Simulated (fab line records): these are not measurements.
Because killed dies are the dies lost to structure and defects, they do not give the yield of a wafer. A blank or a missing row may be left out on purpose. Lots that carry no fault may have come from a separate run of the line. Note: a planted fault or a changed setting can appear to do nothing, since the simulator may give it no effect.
Struck lot and sound lot, side by side + flow n5_finfet + 16 steps out of a route of 1938
Sound: the wafers L665.1, L665.4, L665.5. Struck: wafer L675.1. The cause comes at the end.
Each step with rows lists, per side, the tool, then ch with its chambers, then its first start. Under that, the readings that differ: sound wafers + struck wafers + difference of the means + sigmas: that difference in standard deviations of wafers without a fault.
alike: readings whose means differ by less than 2 such deviations, and words and numbers that are the same on both sides. not compared: withheld readings, readings that some wafer has no value for, bounds like >300 that may hide the same value, and numbers for which the record gives no deviation and whose values overlap.
The two part at a step that has a row with sigmas, a row that says differs or no value, or rows on one side only. Numbers that have no deviation but don't overlap get no sigmas and don't part them. A reading missing from all wafers of one side parts the sides only when that side holds two or more wafers.

first, 1 step without rows for these wafers: N5_FIN_SAQP_MANDREL1_REMOVE_56 (chemistry HBr/Cl2/O2, target a-Si, stops on SiNx, bt time 10 s).
N5_FIN_SAQP_CD_MEAS_27: the cd target is 20 nm.
  sound on cd_sem-01 ch 0, day 3 07:25; struck on cd_sem-02 ch 0, day 5 20:30
  alike: cd_nm
then, 1 step without rows for these wafers: N5_FIN_SAQP_ETCH_57 (etches SiNx in CH3F/O2, target depth 32.5 nm, time 46.4 s).
N5_FIN_SAQP_ETCH_65: etches SiO2 in CF4, target depth 4 nm, time 4.4 s.
  sound on rie_si-04 ch 0,1,3, day 3 07:35; struck on rie_si-05 ch 2, day 5 20:40
  alike: bias_w, drypump_motor_current_A, oes_product_au, throttle_valve_pct
  not compared: rf_hours_counter_h
N5_FIN_SAQP_MANDREL_ETCH_58: etches a-Si in HBr/Cl2, stops on SiNx, target depth 45 nm, bt time 10 s, time 27 s.
  sound on rie_si-04 ch 0,1,3, day 3 07:37; struck on rie_si-05 ch 2, day 5 20:41
  alike: bias_w, drypump_motor_current_A, oes_product_au, throttle_valve_pct
  not compared: rf_hours_counter_h
then, 3 steps without rows for these wafers: N5_FIN_SAQP_RECESS_63 (chemistry HF/NH3, target SiO2, target depth 18 nm, afs cycles 3, sublimation time 60 s); N5_FIN_SAQP_COAT_68 (time 60 s, resist thk 100 nm); N5_FIN_SAQP_ETCH_69 (etches SOC in N2/H2, stops on SiNx, target depth 150 nm).
N5_FIN_SAQP_ETCH_67: etches SiNx in CH3F/O2, target depth 30 nm.
  sound on rie_diel-01 ch 1,2,3, day 3 08:12; struck on rie_diel-02 ch 1, day 5 21:39
  alike: bias_w, drypump_motor_current_A, oes_ar_750_au, oes_o_777_au, oes_product_au, rf_vpp_V, showerhead_plenum_p_Torr, throttle_valve_pct
  not compared: rf_hours_counter_h
then, 2 steps without rows for these wafers: N5_FIN_SAQP_STRIP_70 (strips in N2/H2); N5_FIN_SAQP_RECESS_71 (chemistry HF/NH3, target SiO2, target depth 3 nm, afs cycles 1, sublimation time 60 s).
N5_FIN_SAQP_SPACER2_ALD_28: deposits SiO2, target thk 8.1 nm, pulse time 1 s, purge time 2 s.
  sound on ald_sin-02 ch 0,1,3, day 3 08:27; struck on ald_sin-03 ch 2, day 5 22:10
  alike: heater_power_w, precursor_pulse_height_rel
N5_FIN_SAQP_SPACER2_ETCHBACK_29: etches SiO2 in CHF3/O2, target depth 12.2 nm, time 6.1 s.
  sound on rie_diel-01 ch 0,2,3, day 3 08:46; struck on rie_diel-01 ch 0, day 5 22:39
| reading               | sound          | struck | difference | sigmas |
|-----------------------|----------------|--------|------------|--------|
| oes_product_au (a.u.) | 0.92 0.82 0.84 | 1.12   | +0.26      | +4     |
  alike: bias_w, drypump_motor_current_A, oes_ar_750_au, oes_o_777_au, rf_vpp_V, showerhead_plenum_p_Torr, throttle_valve_pct
  not compared: rf_hours_counter_h
N5_FIN_SAQP_MANDREL2_REMOVE_60: chemistry HBr/Cl2/O2, target a-Si, stops on SiNx, bt time 10 s.
  sound on rie_si-06 ch 1,2,3, day 3 08:52; struck on rie_si-06 ch 2, day 5 22:44
  alike: bias_w, drypump_motor_current_A, oes_o_777_au, oes_product_au, throttle_valve_pct
  not compared: rf_hours_counter_h
-- here the record skips 6 days between the struck wafers' starts before and after, leaving off in module FIN_SAQP and picking up in module BEOL_M4 (first step shown: number 1111 of the route) --
N5_BEOL_M4_RC_MEAS_101:
  sound on prober-02 ch 0, day 9 23:12; struck on prober-01 ch 0, day 12 03:58
| reading       | sound          | struck | difference | sigmas |
|---------------|----------------|--------|------------|--------|
| ION_P (uA/um) | 461 454 449    | 479    | +24        | +3     |
| VT_P (mV)     | -252 -257 -256 | -245   | +10        | +3     |
  alike: DIBL_N, DIBL_P, IOFF_N, IOFF_P, ION_N, SS_N, SS_P, VT_N
N5_PASSIVATION_PROBE_49:
  the record holds rows for the sound wafers here (prober-02, day 16 01:36) but none for the struck ones

== WHERE THEY PART ==
Last at N5_PASSIVATION_PROBE_49 as far as this record goes, first at N5_FIN_SAQP_SPACER2_ETCHBACK_29.

WHY: the cause the simulator had injected
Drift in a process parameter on rie_diel-01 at N5_FIN_SAQP_SPACER2_ETCHBACK_29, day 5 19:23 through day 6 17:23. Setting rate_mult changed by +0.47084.
